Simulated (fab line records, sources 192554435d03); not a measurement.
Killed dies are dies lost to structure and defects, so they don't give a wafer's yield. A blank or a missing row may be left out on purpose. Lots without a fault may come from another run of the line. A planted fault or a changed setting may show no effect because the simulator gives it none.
Which tool did it? | flow n5_finfet | 9 lots, 27 wafers sampled, at 4 steps of a route of 1938

WHAT THE GAUGES READ, wafer by wafer
The record holds no reading of a measuring or inspecting step that can be judged against a usual standard deviation.

WHICH TOOL RAN EACH LOT (tool, then ch and the chambers of the sampled wafers, then the start)
lot  | N5_BEOL_M10_STRIP_67               | N5_BEOL_M10_ETCH_65                | N5_BEOL_M10_STRIP_77               | N5_BEOL_M10_ALD_74
L576 | rie_diel-06 ch 1,2,3, day 10 08:10 | rie_diel-01 ch 0,2,3, day 10 09:25 | rie_diel-01 ch 0,2,3, day 10 09:48 | ald_metal-01 ch 0,1,2, day 10 10:50
L580 | rie_diel-01 ch 0,1, day 10 11:32   | rie_diel-01 ch 0,2, day 10 15:30   | rie_diel-01 ch 0,2, day 10 15:53   | ald_metal-01 ch 0,1,2, day 10 16:40
L578 | rie_diel-06 ch 2,3, day 10 14:17   | rie_diel-03 ch 2,3, day 10 15:46   | rie_diel-03 ch 2,3, day 10 16:08   | ald_metal-04 ch 1,2,3, day 10 17:13
L583 | rie_diel-01 ch 0,2, day 11 14:16   | rie_diel-03 ch 1,2,3, day 11 15:10 | rie_diel-03 ch 1,2,3, day 11 15:32 | ald_metal-02 ch 1,2, day 11 18:45
L584 | rie_diel-01 ch 0,2,3, day 12 06:36 | rie_diel-01 ch 0,2,3, day 12 09:17 | rie_diel-01 ch 0,2,3, day 12 09:40 | ald_metal-01 ch 1,2,3, day 12 12:43
L590 | rie_diel-03 ch 0, day 14 02:59     | rie_diel-06 ch 0,2,3, day 14 04:08 | rie_diel-06 ch 0,2,3, day 14 04:31 | ald_metal-04 ch 1,2, day 14 05:13
L594 | rie_diel-03 ch 0,1,3, day 14 05:52 | rie_diel-03 ch 0,1,3, day 14 07:12 | rie_diel-03 ch 0,1,3, day 14 07:35 | ald_metal-01 ch 0,1,2, day 14 08:19
L595 | rie_diel-03 ch 0,2,3, day 14 22:23 | rie_diel-03 ch 0,1,2, day 15 02:05 | rie_diel-03 ch 0,1,2, day 15 02:28 | ald_metal-04 ch 0,1,3, day 15 03:20
L598 | rie_diel-03 ch 0,3, day 15 17:37   | rie_diel-06 ch 2,3, day 15 18:42   | rie_diel-06 ch 2,3, day 15 19:05   | ald_metal-02 ch 0,2, day 15 21:04
- N5_BEOL_M10_STRIP_67: strips in CF4.
- N5_BEOL_M10_ETCH_65: etches SiARC in CF4, target depth 39 nm, time 65 s.
- N5_BEOL_M10_STRIP_77: strips in N2/H2, time 10 s.
- N5_BEOL_M10_ALD_74: deposits TaN, target thk 2 nm, pulse time 2 s, purge time 3 s.

WHAT THE TOOLS THEMSELVES READ (means of the sampled wafers that have a number; where no wafer has one, the mark that the record gives instead)
N5_BEOL_M10_STRIP_67. Usual: chamber_pressure_mTorr 50.00 mTorr, standard deviation 0.049; drypump_motor_current_A 5.6 A, standard deviation 0.52; oes_product_au 0.81 a.u., standard deviation 0.075; power_w 299.9 W, standard deviation 0.89; rf_vpp_V 271.1 V, standard deviation 1.6; showerhead_plenum_p_Torr 1.80 Torr, standard deviation 0.059; throttle_valve_pct 13.57 %, standard deviation 0.24.
lot  | tool        | chamber_pressure_mTorr (mTorr) | drypump_motor_current_A (A) | oes_product_au (a.u.) | power_w (W) | rf_vpp_V (V) | showerhead_plenum_p_Torr (Torr) | throttle_valve_pct (%) | flag
L576 | rie_diel-06 | 50.01                          | 5.2                         | 0.79                  | 299.4       | 270.3        | 1.76                            | 13.51                  |
L580 | rie_diel-01 | 50.02                          | 5.6                         | 0.78                  | 299.4       | 271.1        | 1.77                            | 13.73                  |
L578 | rie_diel-06 | 49.99                          | 5.0                         | 0.79                  | 299.8       | 269.9        | 1.73                            | 13.38                  |
L583 | rie_diel-01 | 49.99                          | 5.3                         | 0.74                  | 299.6       | 270.5        | 1.84                            | 13.89                  |
L584 | rie_diel-01 | 49.98                          | 5.7                         | 0.76                  | 300.2       | 272.8        | 1.84                            | 13.74                  |
L590 | rie_diel-03 | 49.98                          | 6.3                         | 0.94                  | 301.1       | 273.0        | 1.84                            | 13.40                  |
L594 | rie_diel-03 | 50.03                          | 5.6                         | 0.84                  | 299.4       | 270.8        | 1.79                            | 13.43                  |
L595 | rie_diel-03 | 50.04                          | 5.9                         | 0.89                  | 299.8       | 272.2        | 1.86                            | 13.45                  |
L598 | rie_diel-03 | 50.02                          | 6.1                         | 0.88                  | 300.1       | 271.1        | 1.83                            | 13.49                  |

N5_BEOL_M10_ETCH_65. Usual: drypump_motor_current_A 5.5 A, standard deviation 0.5; etch_rf_on_time_s 65.0 s, standard deviation 1.7; oes_product_au 0.68 a.u., standard deviation 0.07; rf_vpp_V 184.0 V, standard deviation 1.3; showerhead_plenum_p_Torr 2.14 Torr, standard deviation 0.074; throttle_valve_pct 15.61 %, standard deviation 0.23.
lot  | tool        | drypump_motor_current_A (A) | etch_rf_on_time_s (s) | oes_product_au (a.u.) | rf_vpp_V (V) | showerhead_plenum_p_Torr (Torr) | throttle_valve_pct (%) | flag
L576 | rie_diel-01 | 5.7                         | 65.0                  | 0.66                  | 185.0        | 2.20                            | 15.73                  |
L580 | rie_diel-01 | 5.3                         | 66.2                  | 0.64                  | 183.8        | 2.20                            | 15.91                  |
L578 | rie_diel-03 | 5.8                         | 66.1                  | 0.70                  | 185.3        | 2.14                            | 15.66                  |
L583 | rie_diel-03 | 5.4                         | 65.8                  | 0.66                  | 184.9        | 2.09                            | 15.59                  |
L584 | rie_diel-01 | 5.7                         | 65.5                  | 0.64                  | 185.0        | 2.19                            | 15.75                  |
L590 | rie_diel-06 | 5.0                         | 64.7                  | 0.63                  | 183.9        | 2.10                            | 15.67                  |
L594 | rie_diel-03 | 5.6                         | 64.8                  | 0.72                  | 184.8        | 2.14                            | 15.46                  |
L595 | rie_diel-03 | 5.6                         | 64.1                  | 0.74                  | 185.0        | 2.18                            | 15.43                  |
L598 | rie_diel-06 | 5.0                         | 66.2                  | 0.63                  | 182.5        | 2.05                            | 15.49                  |

N5_BEOL_M10_STRIP_77. Usual: chamber_pressure_mTorr 20.000 mTorr, standard deviation 0.018; drypump_motor_current_A 5.5 A, standard deviation 0.51; oes_product_au 0.80 a.u., standard deviation 0.079; rf_vpp_V 59.2 V, standard deviation 0.98; showerhead_plenum_p_Torr 2.53 Torr, standard deviation 0.089; throttle_valve_pct 23.73 %, standard deviation 0.26.
lot  | tool        | chamber_pressure_mTorr (mTorr) | drypump_motor_current_A (A) | oes_product_au (a.u.) | rf_vpp_V (V) | showerhead_plenum_p_Torr (Torr) | throttle_valve_pct (%) | flag
L576 | rie_diel-01 | 19.996                         | 5.7                         | 0.77                  | 59.7         | 2.61                            | 23.71                  |
L580 | rie_diel-01 | 19.988                         | 5.3                         | 0.74                  | 59.3         | 2.60                            | 23.92                  |
L578 | rie_diel-03 | 20.001                         | 5.8                         | 0.84                  | 59.3         | 2.51                            | 23.63                  |
L583 | rie_diel-03 | 20.001                         | 5.5                         | 0.79                  | 58.6         | 2.47                            | 23.53                  |
L584 | rie_diel-01 | 20.003                         | 5.8                         | 0.76                  | 59.8         | 2.61                            | 23.73                  |
L590 | rie_diel-06 | 20.005                         | 5.0                         | 0.74                  | 58.0         | 2.50                            | 24.00                  |
L594 | rie_diel-03 | 13.973                         | 5.7                         | 0.85                  | 58.9         | 2.53                            | 23.53                  | OFF
L595 | rie_diel-03 | 13.999                         | 5.6                         | 0.86                  | 57.7         | 2.58                            | 23.51                  | OFF
L598 | rie_diel-06 | 19.999                         | 5.0                         | 0.75                  | 59.3         | 2.45                            | 23.91                  |

N5_BEOL_M10_ALD_74. Usual: heater_power_w 422 W, standard deviation 46; mfc_carrier_sccm 1500 sccm, standard deviation 4.6; susceptor_temp_C 274.99 C, standard deviation 0.19.
lot  | tool         | heater_power_w (W) | mfc_carrier_sccm (sccm) | susceptor_temp_C (C) | flag
L576 | ald_metal-01 | 448                | 1502                    | 274.99               |
L580 | ald_metal-01 | 445                | 1496                    | 275.02               |
L578 | ald_metal-04 | 444                | 1502                    | 274.90               |
L583 | ald_metal-02 | 426                | 1499                    | 275.16               |
L584 | ald_metal-01 | 435                | 1500                    | 275.10               |
L590 | ald_metal-04 | 389                | 1495                    | 274.89               |
L594 | ald_metal-01 | 442                | 1502                    | 274.94               |
L595 | ald_metal-04 | 452                | 1503                    | 274.84               |
L598 | ald_metal-02 | 394                | 1506                    | 274.86               |

THE ANSWER, worked out from the rows above alone
Rule: a lot is off if the mean of its wafers that have a number lies more than 3 standard deviations from the usual mean. A lot without any number at a reading at which 4 lots or more have one is off too. The other lots that the step has rows for count as sound. The gauges are gone through in route order, then the tools' own readings, and for those a lot's mean is taken as printed above. The first step at which some lot is off is used, and at that step the reading that is off furthest; a lot without a number counts as furthest.
Off: L594, L595, at N5_BEOL_M10_STRIP_77 (chamber_pressure_mTorr).
A tool fits if, at that step or a process step before it, it ran every lot that is off, and no sound lot after the first of them. One fits: rie_diel-03 at N5_BEOL_M10_ETCH_65 and N5_BEOL_M10_STRIP_77. At N5_BEOL_M10_ETCH_65 its last sound lot is L583 (day 11 15:10), its first lot that is off L594 (day 14 07:12): a fault that began between those two fits.

WHAT THE SIMULATOR HAD PUT IN
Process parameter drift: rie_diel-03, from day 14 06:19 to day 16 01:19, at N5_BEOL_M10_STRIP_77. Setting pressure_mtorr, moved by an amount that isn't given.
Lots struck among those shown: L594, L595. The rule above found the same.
